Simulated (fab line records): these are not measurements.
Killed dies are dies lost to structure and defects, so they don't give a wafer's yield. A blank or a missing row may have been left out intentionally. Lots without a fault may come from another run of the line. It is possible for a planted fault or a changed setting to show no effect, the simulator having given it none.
The tool behind it: which one? | flow n5_finfet | 9 lots, 27 wafers sampled, at 8 steps of a route of 1938

== WHAT THE GAUGES SHOWED, per wafer ==
N5_START_INSPECT_01: inspects for defects (unpatterned scan). Usual: 5.9 for raw_defect_count, sd 2.3.
lot  | measured    | on                | raw_defect_count | flag
L588 | day 1 12:07 | defect_inspect-02 | 12 3 10          |
L593 | day 2 18:02 | defect_inspect-01 | 6 7 9            |
L594 | day 3 00:02 | defect_inspect-01 | 8 7 6            |
L599 | day 4 06:02 | defect_inspect-02 | 6 3 4            |
L601 | day 4 18:02 | defect_inspect-02 | 8 6 6            |
L603 | day 5 06:02 | defect_inspect-01 | 4 7 6            |
L606 | day 6 00:02 | defect_inspect-02 | 7 7 5            |
L609 | day 6 18:02 | defect_inspect-02 | 6 8 10           |
L610 | day 7 00:02 | defect_inspect-01 | 8 5 3            |

N5_ZERO_LAYER_INSPECT_20: inspects for defects (darkfield). Usual: 35 for raw_defect_count, sd 15.
lot  | measured    | on                | raw_defect_count | flag
L588 | day 1 13:20 | defect_inspect-02 | 26 17 21         |
L593 | day 2 19:49 | defect_inspect-02 | 23 33 44         |
L594 | day 3 01:22 | defect_inspect-01 | 51 42 25         |
L599 | day 4 07:17 | defect_inspect-01 | 989 999 979      | OFF
L601 | day 4 19:46 | defect_inspect-02 | 1034 947 932     | OFF
L603 | day 5 07:15 | defect_inspect-01 | 1008 1008 978    | OFF
L606 | day 6 01:25 | defect_inspect-01 | 42 28 47         |
L609 | day 6 19:17 | defect_inspect-01 | 12 44 30         |
L610 | day 7 01:15 | defect_inspect-02 | 58 62 34         |

N5_WELL_APT_INSPECT_10: inspects for defects (macro). Usual: 2.1 for raw_defect_count, sd 1.5.
lot  | measured    | on                | raw_defect_count | flag
L588 | day 1 13:42 | defect_inspect-02 | 2 1 2            |
L593 | day 2 20:11 | defect_inspect-02 | 3 2 1            |
L594 | day 3 01:43 | defect_inspect-02 | 2 1 3            |
L599 | day 4 07:40 | defect_inspect-01 | >300 >300 >300   | OFF
L601 | day 4 20:07 | defect_inspect-02 | >300 >300 >300   | OFF
L603 | day 5 07:37 | defect_inspect-02 | >300 >300 >300   | OFF
L606 | day 6 01:46 | defect_inspect-01 | 0 4 1            |
L609 | day 6 19:38 | defect_inspect-01 | 4 5 3            |
L610 | day 7 01:37 | defect_inspect-02 | 3 0 3            |

N5_WELL_APT_CD_MEAS_25 targets a cd of 200 nm. Usual: 199.6 nm for cd_nm, sd 1.4.
lot  | measured    | on        | cd_nm (nm)        | flag
L588 | day 1 14:46 | cd_sem-03 | 197.7 198.4 197.8 |
L593 | day 2 21:35 | cd_sem-02 | 198.5 199.1 199.6 |
L594 | day 3 02:47 | cd_sem-02 | 199.2 199.2 198.4 |
L599 | day 4 08:44 | cd_sem-03 | 199.6 199.0 199.1 |
L601 | day 4 21:48 | cd_sem-03 | 201.6 199.8 200.5 |
L603 | day 5 08:55 | cd_sem-01 | 201.1 198.1 197.0 |
L606 | day 6 02:50 | cd_sem-01 | 201.1 200.8 199.2 |
L609 | day 6 20:43 | cd_sem-03 | 199.0 200.7 199.3 |
L610 | day 7 02:40 | cd_sem-03 | 197.3 197.9 198.1 |

N5_WELL_APT_INSPECT_38: inspects for defects (darkfield). Usual: 14 for raw_defect_count, sd 5.2.
lot  | measured    | on                | raw_defect_count | flag
L588 | day 1 16:29 | defect_inspect-02 | 17 20 23         |
L593 | day 2 23:45 | defect_inspect-02 | 12 10 28         |
L594 | day 3 05:02 | defect_inspect-02 | 10 10 14         |
L599 | day 4 10:51 | defect_inspect-01 | 964 981 963      | OFF
L601 | day 4 23:31 | defect_inspect-01 | 977 904 913      | OFF
L603 | day 5 10:53 | defect_inspect-02 | 991 969 954      | OFF
L606 | day 6 04:37 | defect_inspect-02 | 9 19 14          |
L609 | day 6 22:28 | defect_inspect-01 | 16 13 12         |
L610 | day 7 04:38 | defect_inspect-01 | 14 20 25         |

N5_BEOL_M4_RC_MEAS_101. Usual: DIBL_N 36.5 mV/V, standard deviation 1.4; DIBL_P 36.5 mV/V, standard deviation 1.6; IOFF_N 0.163 nA/um, standard deviation 0.022; IOFF_P 0.219 nA/um, standard deviation 0.029; ION_N 675 uA/um, standard deviation 8.3; ION_P 464 uA/um, standard deviation 6.2; SS_N 71.5 mV/dec, standard deviation 0.52; SS_P 73.4 mV/dec, standard deviation 0.57; VT_N 249.7 mV, standard deviation 2.6; VT_P -250 mV, standard deviation 3.
lot  | measured     | on        | DIBL_N (mV/V)  | DIBL_P (mV/V)  | IOFF_N (nA/um)    | IOFF_P (nA/um)    | ION_N (uA/um) | ION_P (uA/um) | SS_N (mV/dec)  | SS_P (mV/dec)  | VT_N (mV)         | VT_P (mV)      | flag
L588 | day 7 20:59  | prober-02 | 35.8 38.3 36.7 | 35.3 37.5 37.0 | 0.140 0.177 0.152 | 0.185 0.224 0.201 | 661 671 670   | 459 462 465   | 71.2 72.1 71.2 | 72.5 73.1 72.9 | 250.8 248.6 249.0 | -250 -247 -249 |
L593 | day 9 09:45  | prober-02 | 35.2 37.9 36.1 | 34.1 36.5 35.4 | 0.142 0.191 0.153 | 0.178 0.215 0.193 | 667 691 671   | 462 463 459   | 71.2 72.1 71.2 | 73.3 73.6 73.2 | 253.4 248.8 251.1 | -255 -253 -253 |
L594 | day 9 16:14  | prober-02 | 33.4 35.9 33.5 | 33.0 36.4 33.4 | 0.120 0.169 0.123 | 0.162 0.212 0.164 | 675 688 666   | 459 473 457   | 71.2 72.3 71.3 | 72.3 73.6 72.5 | 252.0 247.8 251.7 | -251 -249 -254 |
L599 | day 10 15:59 | prober-02 | 35.2 36.1 38.4 | 36.0 36.6 39.9 | 0.148 0.172 0.212 | 0.232 0.246 0.302 | 675 668 682   | 468 468 472   | 70.5 71.4 71.5 | 72.0 72.3 73.9 | 250.1 247.9 244.5 | -248 -247 -244 |
L601 | day 11 06:36 | prober-01 | 34.8 35.3 36.8 | 35.5 36.7 38.5 | 0.147 0.165 0.186 | 0.234 0.258 0.295 | 664 683 668   | 466 474 473   | 71.8 72.0 73.2 | 73.1 73.3 73.8 | 249.3 247.6 245.2 | -247 -245 -242 |
L603 | day 12 15:24 | prober-01 | 38.6 38.1 38.4 | 37.1 36.5 36.5 | 0.181 0.173 0.177 | 0.226 0.205 0.205 | 682 678 665   | 462 456 450   | 72.3 72.3 71.2 | 73.7 73.7 73.2 | 246.5 248.6 249.0 | -251 -253 -254 |
L606 | day 12 19:00 | prober-01 | 37.9 38.4 39.1 | 38.8 39.5 39.8 | 0.177 0.187 0.197 | 0.227 0.243 0.247 | 684 682 685   | 464 465 468   | 71.6 71.8 71.8 | 73.8 74.3 74.1 | 247.7 247.3 247.4 | -250 -249 -246 |
L609 | day 13 10:22 | prober-01 | 35.9 34.6 36.0 | 37.2 35.2 37.6 | 0.158 0.136 0.166 | 0.203 0.166 0.203 | 675 668 682   | 467 458 463   | 71.4 70.9 71.8 | 73.2 73.3 73.5 | 251.6 251.9 249.8 | -253 -258 -252 |
L610 | day 13 22:22 | prober-02 | 35.7 33.3 35.0 | 37.9 34.6 36.6 | 0.170 0.127 0.151 | 0.230 0.184 0.217 | 681 675 675   | 472 467 465   | 72.5 71.0 71.1 | 73.4 72.6 73.3 | 250.1 252.1 250.0 | -248 -251 -249 |

== TOOL THAT RAN EACH LOT (tool first, then ch and the chambers of the sampled wafers, then the start) ==
lot  | N5_ZERO_LAYER_ETCH_18           | N5_ZERO_LAYER_STRIP_19
L588 | rie_si-03 ch 1,2,3, day 1 12:53 | wet_bench-01 ch 0,3,5, day 1 13:04
L593 | rie_si-01 ch 0,1,2, day 2 19:02 | wet_bench-02 ch 2,4,5, day 2 19:14
L594 | rie_si-04 ch 0,1,2, day 3 00:52 | wet_bench-02 ch 2,3,4, day 3 01:04
L599 | rie_si-01 ch 0,1,2, day 4 06:49 | wet_bench-02 ch 3,5,7, day 4 07:01
L601 | rie_si-04 ch 0,3, day 4 19:18   | wet_bench-02 ch 2,3,7, day 4 19:29
L603 | rie_si-01 ch 0,3, day 5 06:47   | wet_bench-02 ch 2,4,5, day 5 06:59
L606 | rie_si-04 ch 0,2,3, day 6 00:54 | wet_bench-01 ch 0,5,7, day 6 01:08
L609 | rie_si-01 ch 2,3, day 6 18:48   | wet_bench-01 ch 0,3,5, day 6 18:59
L610 | rie_si-04 ch 1,2,3, day 7 00:47 | wet_bench-01 ch 1,5,7, day 7 00:59
- N5_ZERO_LAYER_ETCH_18: etches Si in HBr/Cl2, target depth 120 nm, time 40 s.
- N5_ZERO_LAYER_STRIP_19: strips in SPM, time 900 s.

== AS READ BY THE TOOLS THEMSELVES (means over the sampled wafers that have a number; for cases with no such wafer, the mark the record gives instead) ==
N5_ZERO_LAYER_ETCH_18. Usual: bias_w 75.00 W, standard deviation 0.23; drypump_motor_current_A 5.5 A, standard deviation 0.4; oes_product_au 0.998 a.u., standard deviation 0.015; throttle_valve_pct 36.39 %, standard deviation 0.25.
lot  | tool      | bias_w (W) | drypump_motor_current_A (A) | oes_product_au (a.u.) | throttle_valve_pct (%) | flag
L588 | rie_si-03 | 74.92      | 5.2                         | 1.007                 | 36.46                  |
L593 | rie_si-01 | 75.13      | 5.9                         | 1.014                 | 36.65                  |
L594 | rie_si-04 | 74.90      | 5.2                         | 0.997                 | 36.28                  |
L599 | rie_si-01 | 75.10      | 5.9                         | 1.021                 | 36.63                  |
L601 | rie_si-04 | 75.04      | 5.2                         | 0.986                 | 36.32                  |
L603 | rie_si-01 | 74.96      | 5.9                         | 0.998                 | 36.26                  |
L606 | rie_si-04 | 75.07      | 5.2                         | 0.985                 | 36.34                  |
L609 | rie_si-01 | 74.98      | 5.7                         | 0.999                 | 36.57                  |
L610 | rie_si-04 | 74.94      | 5.2                         | 0.984                 | 36.43                  |

== THE ANSWER, worked out from the rows above alone ==
Rule: a lot is off if the mean of its wafers that have a number lies more than 3 standard deviations from the usual mean. A lot without any number at a reading at which 4 lots or more have one is off too. Where the step has rows for the other lots, those lots are counted as sound. After the gauges, taken in route order, come the tools' own readings; for these a lot's mean is taken, as printed above. At the first step where some lot is off, the reading lying furthest off is the one used; lots without a number count as furthest.
Off at N5_ZERO_LAYER_INSPECT_20 (raw_defect_count): L599, L601, L603.
A tool fits if, at a process step before that reading, it ran every lot that is off, and no sound lot after the first of them. Gauges at N5_ZERO_LAYER_INSPECT_20: tried the same way as those tools. One fits: N5_ZERO_LAYER_STRIP_19 on wet_bench-02. A fault onset in the window from L594 (day 3 01:04, its last sound lot) to L599 (day 4 07:01, its first lot off) fits.

== WHAT THE SIMULATOR PUT IN ==
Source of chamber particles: wet_bench-02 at N5_ZERO_LAYER_STRIP_19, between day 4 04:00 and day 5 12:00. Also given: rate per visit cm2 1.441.
Lots struck among those shown: L599, L601, L603. The same result came from the rule above.
